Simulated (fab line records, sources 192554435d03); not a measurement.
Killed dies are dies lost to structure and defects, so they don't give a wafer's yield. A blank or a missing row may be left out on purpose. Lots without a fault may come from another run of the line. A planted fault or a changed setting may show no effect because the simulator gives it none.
fab line records | flow n5_finfet
record lots=3 wafers=9 last_day=18
route steps=1938 shown BEOL_M2@919 BEOL_M3@931 BEOL_M4@1111 PASSIVATION@1936
lots that met no fault: from a run of the same line without faults
start_h: hours from the record's first day to the start of the lot's first wafer shown | wait_h: hours since the lot's step before | " the same as in the row above | L1.1+2: a row that stands for several wafers | - no value, or no start given | * or withheld: withheld | < > ~ a bound
route shown NAME@n: a module of which the file shows steps, and the number in the route of the first | usual: mean/standard deviation of fault-free wafers | same: alike in all rows | chamber/n: place in a boat | sites: the reading at each site | _std_site: their standard deviation | _edge_site: outer sites' mean less inner sites' | radius_mm: how far each site lies from the wafer's centre | mask NAME#n: copy n | behind: the tool/chamber that last shaped the wafer | hold: why the lot was held/for how many hours/how that ended | device: the transistor (n, p or np) that didn't switch | end of line: the same wafers' tests at the end of the route | a step without rows: its recipe alone | killed: dies lost to structure and defects at the first sort, not the wafer's yield | map: a wafer's dies, x killed, . not, _ none there
set.NAME: the setting as run; set.NAME@STEP: as run at that earlier step | model.NAME: the simulator's own value behind a step, which no gauge read
lots at some steps of the route; a table a step, a row a wafer
services: from which hour (start_h, from the record's first day; less than 0 if before it) a tool's chamber was out of use, for how many hours, and why
## steps
# step N5_BEOL_M2_ANNEAL_95
# recipe temp_c=400 time_s=240 ambient=vacuum
# step N5_BEOL_M2_SPUTTER_96
# recipe material=Cu target_thk_a=45 temp_c=-20 chamber_pressure_pa=0.07 power_w=withheld time_s=8.29
# step N5_BEOL_M2_ECD_50
# recipe material=Cu target_thk_a=3000
# step N5_BEOL_M2_ANNEAL_51
# recipe temp_c=225 time_s=90 ambient=N2
# step N5_BEOL_M2_CMP_52
# recipe stop_on=SiOC t_overpolish_s=6.8 down_force_psi=1 platen_rpm=50 clearing_platen_down_force_psi=1.5 clearing_platen_rpm=50 post_cmp_clean=cu_alkaline target_thk_nm=40 clearing_platen_pad_velocity_m_s=0.99484 pad_velocity_m_s=0.99484
# step N5_BEOL_M2_PRE_CLEAN_60
# recipe gas=NH3/H2 time_s=15 temp_c=* rf_power_w=300
# step N5_BEOL_M2_CO_CAP_55
# recipe material=Co target_thk_a=20 temp_c=200 precursor=CCTBA/H2 pressure_torr=30 time_s=102.1
# step N5_BEOL_M2_PRE_CLEAN_56
# recipe gas=NH3 time_s=15 temp_c=withheld rf_power_w=300
# step N5_BEOL_M2_DEP_57
# recipe material=SiCN target_thk_a=80 temp_c=withheld precursor=3MS/NH3 pressure_torr=3 rf_w=202 time_s=14
# step N5_BEOL_M3_ILD_DEP_00
# recipe material=SiOC target_thk_a=790 temp_c=350 precursor=DEMS/O2 pressure_torr=5 rf_w=500 time_s=15.3
# usual heater_power_w=488/69 showerhead_plenum_p_Torr=5.687/0.016 throttle_valve_pct=12.1/0.65
# columns lot.wafer tool chamber start_h wait_h heater_power_w showerhead_plenum_p_Torr throttle_valve_pct model.SiOC_of_BEOL_M3_ILD_DEP_00.thk_nm
L479.1 pecvd-04 2 165.91 0.0 429 5.700 11.9 77.4
L479.4 " 2 " " 438 5.687 12.2 79.2
L479.6 " 1 " " 437 5.683 12.4 79
L488.1 pecvd-04 0 228.91 0.0 465 5.641 12.1 79.4
L488.5 " 0 " " 463 5.640 12.1 80
L488.6 " 2 " " 405 5.702 12.3 116.8
L495.3 pecvd-01 2 289.18 0.0 616 5.697 11.6 77.4
L495.5 " 2 " " 599 5.712 12.0 79
L495.6 " 1 " " 577 5.713 13.7 77.8
# step N5_BEOL_M3_THK_MEAS_01
# recipe reads=SiOC_of_BEOL_M3_ILD_DEP_00
# usual M3_ILD_THK=79.1/0.92
# columns lot.wafer tool chamber start_h wait_h M3_ILD_THK[nm]
L479.1 film_metro-01 - 165.97 0.0 77.3
L479.4 " - " " 79.1
L479.6 " - " " 79.0
L488.1 film_metro-01 - 228.98 0.0 79.3
L488.5 " - " " 80.1
L488.6 " - " " 116.8
L495.3 film_metro-02 - 289.25 0.1 77.4
L495.5 " - " " 79.1
L495.6 " - " " 77.8
# step N5_BEOL_M3_PECVD_72
# recipe material=SiO2 target_thk_a=160 temp_c=400 precursor=TEOS/O2 pressure_torr=5.5 rf_w=450 teos_flow_sccm=53.8 gas=O2 flow_sccm=3000 time_s=18
# step N5_BEOL_M3_HM_DEP_02
# recipe material=TiN target_thk_a=200 temp_c=25 chamber_pressure_pa=0.49996
# step N5_BEOL_M3_COAT_61
# recipe resist=SOC temp_c=250 time_s=60 spin_rpm=1500 resist_thk_nm=60
# step N5_BEOL_M3_COAT_62
# recipe resist=SiARC temp_c=220 time_s=60 spin_rpm=1500 resist_thk_nm=12
# step N5_BEOL_M3_COAT_73
# recipe resist=underlayer temp_c=205 time_s=60 spin_rpm=1500 resist_thk_nm=5
# step N5_BEOL_M3_COAT_05
# recipe resist=CAR-EUV spin_rpm=1500 resist_thk_nm=30
# step N5_BEOL_M3_EBR_07
# recipe solvent=PGMEA ebr_width_mm=1.5
# step N5_BEOL_M3_SOFTBAKE_06
# recipe temp_c=110 time_s=60 resist=CAR-EUV
# step N5_BEOL_M3_EXPOSE_08
# recipe mask_id=M3 na=0.33 source_shape=dipole sigma_inner=0.369 sigma_outer=0.767 polarization=unpolarized dose_mj=33
# step N5_BEOL_M3_PEB_09
# recipe peb_temp_c=100 peb_time_s=60 resist=CAR-EUV
# step N5_BEOL_M3_DEVELOP_10
# recipe develop_time_s=30 developer=TMAH resist=CAR-EUV rinse_liquid=surfactant_rinse dry=air_spin dev_temp_c=23
# step N5_BEOL_M3_DESCUM_16
# recipe chemistry=O2 time_s=7 source_power_w=50 bias_power_w=20 pressure_mtorr=20 rf_frequency_hz=2.712e+07 temp_c=40 resist=CAR-EUV o2_flow_sccm=225
# step N5_BEOL_M3_ETCH_74
# recipe chemistry=N2/H2 target=underlayer target_depth_a=65 mask_material=CAR-EUV time_s=5.2 ion_energy_ev=200 pressure_mtorr=30 source_w=840 bias_w=150 n2_flow_sccm=200 h2_flow_sccm=200 ends=cleared
# step N5_BEOL_M3_ETCH_63
# recipe chemistry=CF4 target=SiARC target_depth_a=156 mask_material=CAR-EUV time_s=26 ion_energy_ev=80 pressure_mtorr=40 source_w=545 bias_w=36 Ar_flow_sccm=100 cf4_flow_sccm=100 ends=cleared
# step N5_BEOL_M3_ETCH_64
# recipe chemistry=N2/H2 target=SOC target_depth_a=750 overetch_a=150 mask_material=SiARC temp_c=40 time_s=112.5 ion_energy_ev=200 pressure_mtorr=30 source_w=840 bias_w=150 n2_flow_sccm=200 h2_flow_sccm=200
# step N5_BEOL_M3_STRIP_65
# recipe chemistry=N2/H2 temp_c=40 n2_flow_sccm=200 h2_flow_sccm=200 rf_frequency_hz=6e+07
# step N5_BEOL_M3_STRIP_75
# recipe chemistry=N2/H2 temp_c=40 n2_flow_sccm=200 h2_flow_sccm=200 rf_frequency_hz=6e+07
# step N5_BEOL_M3_STRIP_66
# recipe chemistry=CF4 resist=SiARC power_w=300 bias_power_w=75 pressure_mtorr=50 cf4_flow_sccm=150 rf_frequency_hz=6e+07
# step N5_BEOL_M3_HM_OPEN_17
# recipe chemistry=Cl2/BCl3 target_depth_a=200 overetch_a=60 target=TiN mask_material=SOC ion_energy_ev=150 pressure_mtorr=10 icp_w=1000 bias_w=126 Cl2_flow_sccm=53.25 bcl3_flow_sccm=21.75 Ar_flow_sccm=25
# step N5_BEOL_M3_STRIP_19
# recipe chemistry=O2 power_w=400 temp_c=40 pressure_mtorr=30 rf_frequency_hz=6e+07 bias_power_w=0 overash_fraction=0.2 o2_flow_sccm=225
# step N5_BEOL_M3_COAT_67
# recipe resist=SOC temp_c=250 time_s=60 spin_rpm=1500 resist_thk_nm=60
# step N5_BEOL_M3_COAT_68
# recipe resist=SiARC temp_c=220 time_s=60 spin_rpm=1500 resist_thk_nm=12
# step N5_BEOL_M3_COAT_76
# recipe resist=underlayer temp_c=205 time_s=60 spin_rpm=1500 resist_thk_nm=5
# step N5_BEOL_M3_COAT_22
# recipe resist=CAR-EUV spin_rpm=1500 resist_thk_nm=30
# step N5_BEOL_M3_CMP_52
# recipe stop_on=SiOC t_overpolish_s=6.8 down_force_psi=1 platen_rpm=50 clearing_platen_down_force_psi=1.5 clearing_platen_rpm=50 post_cmp_clean=cu_alkaline target_thk_nm=40 clearing_platen_pad_velocity_m_s=0.99484 pad_velocity_m_s=0.99484
# usual clearing_platen_down_force_psi=1.5000/0.0029 clearing_platen_rpm=50.001/0.027 motor_current_A=5.7/0.72
# columns lot.wafer tool chamber start_h wait_h clearing_platen_down_force_psi clearing_platen_rpm motor_current_A model.SiOC_of_BEOL_M3_ILD_DEP_00.thk_nm model.Cu_of_BEOL_M3_ECD_50.thk_nm
L479.4 cmp-04 3 175.96 0.2 1.4978 50.022 4.8 76.2 41.2
L479.1 " 0 " " 1.5010 50.004 5.5 74.4 38.6
L479.6 " 3 " " 1.4977 50.047 4.6 76 40.2
L488.1 cmp-04 1 242.18 0.3 1.4960 49.996 5.4 76.4 40.6
L488.5 " 0 " " 1.5040 50.010 5.4 77 42
L488.6 " 1 " " 1.4982 49.985 5.5 113.8 78
L495.3 cmp-02 3 314.91 0.2 1.4979 50.019 6.9 74.4 37.4
L495.6 " 1 " " 1.5008 49.996 5.4 74.8 37.8
L495.5 " 2 " " 1.5029 49.975 4.4 76 38.4
# step N5_BEOL_M4_RC_MEAS_101
# usual DIBL_N=36.8/1.9 DIBL_P=36.5/2.1 IOFF_N=0.17/0.038 IOFF_P=0.22/0.039 ION_N=675/12 ION_P=463/7.4 SS_N=71.6/0.71 SS_P=73.4/0.72 VT_N=249/3.3 VT_P=-250/3.3
# columns lot.wafer tool chamber start_h wait_h DIBL_N[mV/V] DIBL_P[mV/V] IOFF_N[nA/um] IOFF_P[nA/um] ION_N[uA/um] ION_P[uA/um] SS_N[mV/dec] SS_P[mV/dec] VT_N[mV] VT_P[mV]
L479.1 prober-01 0 195.21 0.0 36.1 36.4 0.17 0.20 673 457 71.9 73.3 249 -252
L479.4 " 0 " " 33.4 35.0 0.13 0.19 657 456 70.4 73.3 252 -250
L479.6 " 0 " " 34.6 35.9 0.15 0.20 668 454 71.4 73.4 251 -254
L488.1 prober-01 0 262.62 0.0 36.5 37.2 0.17 0.24 687 477 71.9 73.7 248 -246
L488.5 " 0 " " 36.0 36.2 0.18 0.23 669 472 71.0 73.9 246 -245
L495.3 prober-02 0 333.44 0.3 39.0 38.1 0.21 0.23 686 467 72.6 73.8 246 -249
L495.5 " 0 " " 39.8 39.1 0.25 0.25 690 468 71.9 73.6 243 -246
L495.6 " 0 " " 38.5 38.0 0.21 0.24 699 473 71.6 72.8 245 -247
# step N5_PASSIVATION_PROBE_49
# usual defect_limited_yield=91.3/1.4 killed_at_M0_to_M3=33/11 killed_at_M4_up=15/6.2 killed_at_contacts=13/6.5 killed_at_front_end=38/11 killed_at_other=3.4/2.6 killed_dies=102/17 killed_on_rim=13/4.1 killed_open=67/12 killed_short=34/7.9 sort_bin_5_function=5.1/0.88 sort_bin_6_memory=3.3/0.65 sort_n_pass=1078/17 sort_yield_pct=91.3/1.4
# same gross_dies=1180 killed_at_back_side=0 sort_bin_4_leakage[%]=0 sort_bin_8_speed[%]=0
# columns lot.wafer tool chamber start_h wait_h defect_limited_yield[%] killed_at_M0_to_M3 killed_at_M4_up killed_at_contacts killed_at_front_end killed_at_other killed_dies killed_on_rim killed_open killed_short sort_bin_5_function[%] sort_bin_6_memory[%] sort_n_pass sort_yield_pct[%]
L488.1 prober-02 - 363.66 0.0 92.2 30 11 8 42 1 92 15 61 31 4.8 2.9 1088 92.2
L488.6 prober-02 - 363.91 0.3 0 1135 11 3 29 2 1180 152 53 25 96.9 2.6 0 0
L495.3 prober-02 - 435.94 0.1 90.2 37 13 9 55 2 116 16 84 29 5.8 3.6 1064 90.2
L495.5 prober-02 - 436.04 0.2 87.5 63 11 21 51 2 148 27 107 36 7.3 4.6 1032 87.5
# killed by level:class
L488.1 FIN_SAQP:geometric_particle:open=9 STI_FIN_REVEAL:geometric_particle:open=7 GATE_CUT:geometric_particle:short=7 BEOL_M1:geometric_particle:open=7 BEOL_M2:geometric_particle:open=7 FIN_SAQP:geometric_particle:short=5 MOL_CONTACT_COAG:geometric_particle:short=5 BEOL_M0_SAQP:geometric_particle:short=5
L488.6 BEOL_M3:area_dep=1100 BEOL_M1:geometric_particle:open=10 FIN_SAQP:geometric_particle:open=8 BEOL_M2:geometric_particle:open=5 STI_FIN_REVEAL:geometric_particle:open=4 GATE_CUT:geometric_particle:short=4 BEOL_M0_SAQP:geometric_particle:open=4 BEOL_M0_SAQP:geometric_particle:short=4
L495.3 FIN_SAQP:geometric_particle:open=20 BEOL_M3:geometric_particle:open=17 STI_FIN_REVEAL:geometric_particle:open=9 BEOL_M2:geometric_particle:open=8 FIN_SAQP:geometric_particle:short=6 MOL_CONTACT_COAG:geometric_particle:open=6 BEOL_M1:geometric_particle:open=5 BEOL_M4:geometric_particle:open=5
L495.5 MOL_CONTACT_COAG:geometric_particle:open=17 BEOL_M2:geometric_particle:open=16 FIN_SAQP:geometric_particle:open=15 BEOL_M1:geometric_particle:open=10 BEOL_M0_SAQP:geometric_particle:open=10 BEOL_M0_SAQP:geometric_particle:short=9 BEOL_M3:geometric_particle:open=9 FIN_SAQP:geometric_particle:short=5
# map L488.6 (x killed, . not)
_________________xxxxxxxxxxxx________________
______________xxxxxxxxxxxxxxxxxx_____________
___________xxxxxxxxxxxxxxxxxxxxxxxx__________
__________xxxxxxxxxxxxxxxxxxxxxxxxxx_________
________xxxxxxxxxxxxxxxxxxxxxxxxxxxxxx_______
_______xxxxxxxxxxxxxxxxxxxxxxxxxxxxxxxx______
______xxxxxxxxxxxxxxxxxxxxxxxxxxxxxxxxxx_____
_____xxxxxxxxxxxxxxxxxxxxxxxxxxxxxxxxxxxx____
____xxxxxxxxxxxxxxxxxxxxxxxxxxxxxxxxxxxxxx___
___xxxxxxxxxxxxxxxxxxxxxxxxxxxxxxxxxxxxxxxx__
___xxxxxxxxxxxxxxxxxxxxxxxxxxxxxxxxxxxxxxxx__
__xxxxxxxxxxxxxxxxxxxxxxxxxxxxxxxxxxxxxxxxxx_
__xxxxxxxxxxxxxxxxxxxxxxxxxxxxxxxxxxxxxxxxxx_
_xxxxxxxxxxxxxxxxxxxxxxxxxxxxxxxxxxxxxxxxxxxx
_xxxxxxxxxxxxxxxxxxxxxxxxxxxxxxxxxxxxxxxxxxxx
_xxxxxxxxxxxxxxxxxxxxxxxxxxxxxxxxxxxxxxxxxxxx
_xxxxxxxxxxxxxxxxxxxxxxxxxxxxxxxxxxxxxxxxxxxx
_xxxxxxxxxxxxxxxxxxxxxxxxxxxxxxxxxxxxxxxxxxxx
_xxxxxxxxxxxxxxxxxxxxxxxxxxxxxxxxxxxxxxxxxxxx
_xxxxxxxxxxxxxxxxxxxxxxxxxxxxxxxxxxxxxxxxxxxx
_xxxxxxxxxxxxxxxxxxxxxxxxxxxxxxxxxxxxxxxxxxxx
__xxxxxxxxxxxxxxxxxxxxxxxxxxxxxxxxxxxxxxxxxx_
__xxxxxxxxxxxxxxxxxxxxxxxxxxxxxxxxxxxxxxxxxx_
___xxxxxxxxxxxxxxxxxxxxxxxxxxxxxxxxxxxxxxxx__
___xxxxxxxxxxxxxxxxxxxxxxxxxxxxxxxxxxxxxxxx__
____xxxxxxxxxxxxxxxxxxxxxxxxxxxxxxxxxxxxxx___
_____xxxxxxxxxxxxxxxxxxxxxxxxxxxxxxxxxxxx____
______xxxxxxxxxxxxxxxxxxxxxxxxxxxxxxxxxx_____
_______xxxxxxxxxxxxxxxxxxxxxxxxxxxxxxxx______
________xxxxxxxxxxxxxxxxxxxxxxxxxxxxxx_______
__________xxxxxxxxxxxxxxxxxxxxxxxxxx_________
___________xxxxxxxxxxxxxxxxxxxxxxxx__________
______________xxxxxxxxxxxxxxxxxx_____________
_________________xxxxxxxxxxxx________________
# map L479.4 (x killed, . not)
_________________...x........________________
______________...x.............._____________
___________...............x........__________
__________.........x..x...x......x.._________
________xx....x...x.....x.......xx...._______
_______........xx..x...xx..x...x....x..______
______...x..........x......x....x....xx._____
_____....x............................x..____
____..................x....x.x.....x......___
___.................x.x..........x..x......__
___.x.......x............x..x...x...x.x....__
__.......x......x.........x...x..x.........x_
__.........................x........x......._
_............................xx...x......x..x
_x......x.......xx......x..........x....x....
_...x...............................x........
_.............x.......x......................
_............x.x....x........x............x..
_.....................x......x....x..........
_..............x...x...........x.......x....x
_.........................x...............x..
__x...................x...x................._
__.....................x..x............x.x.._
___....x....x.........................x....__
___...x.xx......x..........x.x.........x...__
____.xxx....x.x.......x........x.x........___
_____xx..x.........xx....x........x......____
______.x.....x......x..............x...._____
_______....................x...........______
________...........x......x..x.......x_______
__________..x...x..........x..x....._________
___________..x......x.....x........__________
______________......x.......x..._____________
_________________x...........________________
## services
# columns tool chamber start_h hours kind
cmp-04 - 160.49 4.0 pm
pecvd-04 - 173.70 14.6 pm
pecvd-01 0 201.42 29.6 repair
cmp-04 - 206.74 4.0 pm
cmp-04 - 210.74 - consumable_replace:conditioner
cmp-04 - 210.74 - consumable_replace:pad
cmp-04 - 224.54 0.8 repair
cmp-02 - 237.45 4.0 pm
cmp-02 - 241.45 - consumable_replace:conditioner
cmp-02 - 241.45 - consumable_replace:pad
cmp-02 - 246.51 0.8 repair
pecvd-04 1 254.16 2.1 scheduled_down
cmp-04 - 263.49 6.0 pm
pecvd-01 1 276.42 5.0 repair
pecvd-01 2 281.28 2.1 scheduled_down
cmp-02 - 289.29 2.2 repair
## key
first_sign step=N5_BEOL_M3_THK_MEAS_01 reading=M3_ILD_THK direction=up sigmas=41 usual=79.1 struck=116.8
effect step=N5_PASSIVATION_PROBE_49 reading=sort_bin_5_function direction=up sigmas=99+ usual=5.1 struck=96.9
model_effect step=N5_BEOL_M3_ILD_DEP_00 value=SiOC_of_BEOL_M3_ILD_DEP_00.thk_nm without=80.4 struck=116.8
model_effect step=N5_BEOL_M3_CMP_52 value=SiOC_of_BEOL_M3_ILD_DEP_00.thk_nm without=77.4 struck=113.8
more_kills_born_at N5_BEOL_M3_ILD_DEP_00@pecvd-04=1100
met_at N5_BEOL_M3_ILD_DEP_00
struck_wafers L488.6
later_rows_left_out L488.6
onset_between 165.91 228.91
fault kind=process_parameter_drift tool=pecvd-04 chamber=2 onset_h=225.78 steps=N5_BEOL_M3_ILD_DEP_00 channel=time_s offset=* shape=step end_h=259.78 acts_in=* stated=*
# later_rows_left_out: the simulator's readings of these wafers behind a module that went badly wrong aren't trusted and aren't shown, but for the sort
